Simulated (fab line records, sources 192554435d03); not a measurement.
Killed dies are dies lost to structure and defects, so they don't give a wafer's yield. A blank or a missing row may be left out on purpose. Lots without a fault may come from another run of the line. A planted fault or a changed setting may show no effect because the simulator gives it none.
One fault seen from 2 desks | flow n5_finfet | each desk has only its own numbers; what lay behind them comes last

THE METROLOGY DESK
What the gauges read, lot by lot, whatever tool the lot ran on: means of the sampled wafers that have a number. A lot is out of limits, marked OUT, if its mean lies more than 4 standard deviations from the usual mean; the brackets give that distance. Of its 12 readings 7 are shown: those that lie furthest out on some lot.
Columns: A = M2_ILD_THK at N5_BEOL_M2_THK_MEAS_01, usual 79.0 nm; B = DIBL_N at N5_BEOL_M4_RC_MEAS_101, usual 36.6 mV/V; C = DIBL_P at N5_BEOL_M4_RC_MEAS_101, usual 36.4 mV/V; D = IOFF_N at N5_BEOL_M4_RC_MEAS_101, usual 0.167 nA/um; E = ION_N at N5_BEOL_M4_RC_MEAS_101, usual 678 uA/um; F = VT_N at N5_BEOL_M4_RC_MEAS_101, usual 248.5 mV; G = VT_P at N5_BEOL_M4_RC_MEAS_101, usual -249 mV
lot  | first seen here | A    | B    | C    | D     | E   | F     | G
L121 | day 7 01:05     | 79.7 | 38.5 | 36.3 | 0.188 | 684 | 245.8 | -248
L123 | day 7 01:31     | 79.2 | 36.6 | 35.5 | 0.171 | 680 | 247.9 | -246
L127 | day 8 10:59     | 80.6 | 36.1 | 36.4 | 0.140 | 676 | 252.0 | -254
L128 | day 8 20:25     | 79.1 | 36.6 | 36.0 | 0.156 | 672 | 250.0 | -247
L129 | day 8 20:48     | 78.2 | 36.3 | 37.3 | 0.192 | 671 | 247.8 | -249
L130 | day 8 23:22     | 79.1 | 35.4 | 35.1 | 0.148 | 669 | 249.2 | -251
L131 | day 9 04:26     | 79.3 | 34.5 | 35.5 | 0.156 | 678 | 250.2 | -245
L132 | day 9 13:05     | 80.2 | 36.1 | 35.3 | 0.158 | 677 | 249.3 | -249
L141 | day 12 18:42    | 79.1 | 37.2 | 38.6 | 0.172 | 676 | 250.7 | -249
L142 | day 12 20:28    | 79.0 | 37.6 | 37.3 | 0.204 | 694 | 244.3 | -248
This desk's finding: nothing out of limits on any of the 10 lots.

THE TOOL OWNER'S DESK: rie_diel-01
The tool's own readings at N5_BEOL_M2_ETCH_64 (etches SOC in N2/H2, target depth 75 nm, overetch 22.5 nm, time 121.9 s): means of the sampled wafers that have a number, for each lot that ran on this tool. A lot is out of limits, marked OUT, if its mean lies more than 4 standard deviations from the usual mean; the brackets give that distance.
Columns: A = bias_w at N5_BEOL_M2_ETCH_64, usual 150.0 W; B = drypump_motor_current_A at N5_BEOL_M2_ETCH_64, usual 5.7 A; C = oes_product_au at N5_BEOL_M2_ETCH_64, usual 0.61 a.u.; D = rf_vpp_V at N5_BEOL_M2_ETCH_64, usual 524.0 V; E = showerhead_plenum_p_Torr at N5_BEOL_M2_ETCH_64, usual 2.55 Torr; F = throttle_valve_pct at N5_BEOL_M2_ETCH_64, usual 17.88 %
lot  | first seen here | A               | B   | C    | D               | E    | F
L123 | day 7 03:04     | 149.7           | 5.7 | 0.59 | 524.7           | 2.54 | 17.81
L127 | day 8 13:46     | 149.7           | 5.8 | 0.60 | 523.1           | 2.53 | 17.97
L130 | day 9 01:10     | 150.1           | 6.0 | 0.61 | 522.5           | 2.52 | 17.72
L131 | day 9 06:08     | 149.9           | 5.7 | 0.58 | 523.7           | 2.54 | 17.84
L132 | day 9 15:39     | 150.4           | 6.1 | 0.62 | 522.4           | 2.51 | 17.88
L141 | day 12 20:12    | 164.1 (+32) OUT | 5.6 | 0.62 | 552.2 (+18) OUT | 2.54 | 17.77
This desk's finding: out of limits on L141; first on L141, day 12 20:12 (bias_w at N5_BEOL_M2_ETCH_64). In limits: L123, L127, L130, L131, L132.

PUT TOGETHER
The tool owner's desk could have raised an alarm at day 12 20:12, on L141.
The metrology desk saw nothing out of limits.
The metrology desk has L141 on record, within its limits.
Of the lots named, all ran N5_BEOL_M2_ETCH_64 on rie_diel-01.

WHAT THE SIMULATOR HAD PUT IN
Process parameter drift: rie_diel-01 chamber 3, from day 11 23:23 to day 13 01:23, at N5_BEOL_M2_ETCH_64. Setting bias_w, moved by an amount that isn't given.
Lots struck among those shown: L141.
Hours from the fault's start to each desk's first reading out of limits: the tool owner's desk, 21.
